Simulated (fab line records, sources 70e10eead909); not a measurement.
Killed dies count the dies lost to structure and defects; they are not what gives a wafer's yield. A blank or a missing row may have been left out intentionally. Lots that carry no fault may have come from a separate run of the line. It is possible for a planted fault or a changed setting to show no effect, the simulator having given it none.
Which tool was responsible? || flow nand_harc || 14 lots with 42 wafers sampled at 2 steps, on a route of 1302 steps

## WHAT THE GAUGES SHOWED, per wafer
NHARC_A_SGD_CUT_THK_MEAS_22: measures by ellipsometry. Usual: thk_nm reads 147.5 nm (standard deviation 1.5).
{"lot": "L341", "measured": "day 19 14:06", "on": "film_metro-01", "thk_nm (nm)": "145.8 147.6 147.9", "flag": ""}
{"lot": "L342", "measured": "day 19 14:06", "on": "film_metro-02", "thk_nm (nm)": "147.1 144.7 146.8", "flag": ""}
{"lot": "L343", "measured": "day 21 05:54", "on": "film_metro-02", "thk_nm (nm)": "146.8 149.0 146.0", "flag": ""}
{"lot": "L344", "measured": "day 21 05:53", "on": "film_metro-01", "thk_nm (nm)": "148.5 147.9 147.5", "flag": ""}
{"lot": "L345", "measured": "day 21 13:41", "on": "film_metro-01", "thk_nm (nm)": "147.8 147.8 147.1", "flag": ""}
{"lot": "L346", "measured": "day 21 13:41", "on": "film_metro-02", "thk_nm (nm)": "148.1 148.7 147.9", "flag": ""}
{"lot": "L347", "measured": "day 22 06:15", "on": "film_metro-01", "thk_nm (nm)": "147.7 150.7 148.7", "flag": ""}
{"lot": "L348", "measured": "day 23 06:22", "on": "film_metro-01", "thk_nm (nm)": "145.4 148.3 146.3", "flag": ""}
{"lot": "L349", "measured": "day 23 06:22", "on": "film_metro-02", "thk_nm (nm)": "146.6 146.9 147.4", "flag": ""}
{"lot": "L355", "measured": "day 26 04:27", "on": "film_metro-02", "thk_nm (nm)": "147.9 146.4 146.9", "flag": ""}
{"lot": "L356", "measured": "day 26 08:59", "on": "film_metro-01", "thk_nm (nm)": "150.6 147.8 148.0", "flag": ""}
{"lot": "L359", "measured": "day 26 19:59", "on": "film_metro-01", "thk_nm (nm)": "146.3 148.2 148.4", "flag": ""}
{"lot": "L363", "measured": "day 28 15:14", "on": "film_metro-02", "thk_nm (nm)": "150.3 147.0 148.9", "flag": ""}
{"lot": "L362", "measured": "day 28 15:14", "on": "film_metro-01", "thk_nm (nm)": "147.9 149.7 145.6", "flag": ""}

## WHICH TOOL RAN EACH LOT (tool, then ch and the chambers of the sampled wafers, then the start)
{"lot": "L341", "NHARC_A_SGD_CUT_CMP_21": "cmp-02 ch 0,2,3, day 19 13:52"}
{"lot": "L342", "NHARC_A_SGD_CUT_CMP_21": "cmp-03 ch 0,1,3, day 19 13:55"}
{"lot": "L343", "NHARC_A_SGD_CUT_CMP_21": "cmp-03 ch 0,2, day 21 05:38"}
{"lot": "L344", "NHARC_A_SGD_CUT_CMP_21": "cmp-01 ch 1,3, day 21 05:40"}
{"lot": "L345", "NHARC_A_SGD_CUT_CMP_21": "cmp-01 ch 1,2,3, day 21 13:26"}
{"lot": "L346", "NHARC_A_SGD_CUT_CMP_21": "cmp-03 ch 0,1, day 21 13:28"}
{"lot": "L347", "NHARC_A_SGD_CUT_CMP_21": "cmp-02 ch 0,1, day 22 06:01"}
{"lot": "L348", "NHARC_A_SGD_CUT_CMP_21": "cmp-01 ch 0,1, day 23 06:08"}
{"lot": "L349", "NHARC_A_SGD_CUT_CMP_21": "cmp-02 ch 1,3, day 23 06:08"}
{"lot": "L355", "NHARC_A_SGD_CUT_CMP_21": "cmp-03 ch 0,2,3, day 26 04:11"}
{"lot": "L356", "NHARC_A_SGD_CUT_CMP_21": "cmp-01 ch 0,3, day 26 08:43"}
{"lot": "L359", "NHARC_A_SGD_CUT_CMP_21": "cmp-03 ch 0,1,3, day 26 19:45"}
{"lot": "L363", "NHARC_A_SGD_CUT_CMP_21": "cmp-03 ch 0,1,2, day 28 14:59"}
{"lot": "L362", "NHARC_A_SGD_CUT_CMP_21": "cmp-01 ch 1,2, day 28 15:01"}
- NHARC_A_SGD_CUT_CMP_21: polishes, target thk 148.19 nm.

## WHAT THE TOOLS THEMSELVES READ (means of the sampled wafers that have a number; where no wafer has one, the mark that the record gives instead)
NHARC_A_SGD_CUT_CMP_21. Usual: motor_current_A 12.2 A, standard deviation 1.2; retaining_ring_pressure_frac 0.999, standard deviation 0.0052; slurry_flow_ml_min 150.0, standard deviation 0.47; time_to_endpoint_s 48.0 s, standard deviation 2.9.
{"lot": "L341", "tool": "cmp-02", "motor_current_A (A)": 11.6, "retaining_ring_pressure_frac": 0.997, "slurry_flow_ml_min": 150.2, "time_to_endpoint_s (s)": 50.4, "flag": ""}
{"lot": "L342", "tool": "cmp-03", "motor_current_A (A)": 11.3, "retaining_ring_pressure_frac": 1.004, "slurry_flow_ml_min": 149.8, "time_to_endpoint_s (s)": 48.8, "flag": ""}
{"lot": "L343", "tool": "cmp-03", "motor_current_A (A)": 14.0, "retaining_ring_pressure_frac": 1.004, "slurry_flow_ml_min": 149.4, "time_to_endpoint_s (s)": 43.9, "flag": ""}
{"lot": "L344", "tool": "cmp-01", "motor_current_A (A)": 11.9, "retaining_ring_pressure_frac": 0.995, "slurry_flow_ml_min": 149.5, "time_to_endpoint_s (s)": 51.7, "flag": ""}
{"lot": "L345", "tool": "cmp-01", "motor_current_A (A)": 12.7, "retaining_ring_pressure_frac": 0.998, "slurry_flow_ml_min": 149.8, "time_to_endpoint_s (s)": 49.0, "flag": ""}
{"lot": "L346", "tool": "cmp-03", "motor_current_A (A)": 11.0, "retaining_ring_pressure_frac": 1.001, "slurry_flow_ml_min": 150.0, "time_to_endpoint_s (s)": 44.2, "flag": ""}
{"lot": "L347", "tool": "cmp-02", "motor_current_A (A)": 11.2, "retaining_ring_pressure_frac": 1.000, "slurry_flow_ml_min": 149.9, "time_to_endpoint_s (s)": 50.5, "flag": ""}
{"lot": "L348", "tool": "cmp-01", "motor_current_A (A)": 12.6, "retaining_ring_pressure_frac": 1.004, "slurry_flow_ml_min": 149.8, "time_to_endpoint_s (s)": 44.9, "flag": ""}
{"lot": "L349", "tool": "cmp-02", "motor_current_A (A)": 10.9, "retaining_ring_pressure_frac": 1.005, "slurry_flow_ml_min": 150.0, "time_to_endpoint_s (s)": 48.2, "flag": ""}
{"lot": "L355", "tool": "cmp-03", "motor_current_A (A)": 13.1, "retaining_ring_pressure_frac": 0.998, "slurry_flow_ml_min": 150.2, "time_to_endpoint_s (s)": 45.8, "flag": ""}
{"lot": "L356", "tool": "cmp-01", "motor_current_A (A)": 13.0, "retaining_ring_pressure_frac": 1.001, "slurry_flow_ml_min": 149.9, "time_to_endpoint_s (s)": 50.5, "flag": ""}
{"lot": "L359", "tool": "cmp-03", "motor_current_A (A)": 11.9, "retaining_ring_pressure_frac": 1.001, "slurry_flow_ml_min": 149.9, "time_to_endpoint_s (s)": 48.0, "flag": ""}
{"lot": "L363", "tool": "cmp-03", "motor_current_A (A)": 12.6, "retaining_ring_pressure_frac": 1.001, "slurry_flow_ml_min": 149.6, "time_to_endpoint_s (s)": 44.7, "flag": ""}
{"lot": "L362", "tool": "cmp-01", "motor_current_A (A)": 13.3, "retaining_ring_pressure_frac": 0.997, "slurry_flow_ml_min": 150.0, "time_to_endpoint_s (s)": 46.3, "flag": ""}

## THE ANSWER, worked out from the rows above alone
Rule: a lot counts as off when the mean over its wafers that have a number is more than 3 standard deviations away from the usual mean. A lot without any number at a reading at which 4 lots or more have one is off too. Any other lot the step has rows for is counted as sound. First the gauges in route order, then the tools' own readings, where a lot's mean is used as printed above. The first step at which some lot is off is used, and at that step the reading that is off furthest; a lot without a number counts as furthest.
No lot is off on any of the readings shown, so nothing can be concluded from this.

## WHAT THE SIMULATOR HAD PUT IN
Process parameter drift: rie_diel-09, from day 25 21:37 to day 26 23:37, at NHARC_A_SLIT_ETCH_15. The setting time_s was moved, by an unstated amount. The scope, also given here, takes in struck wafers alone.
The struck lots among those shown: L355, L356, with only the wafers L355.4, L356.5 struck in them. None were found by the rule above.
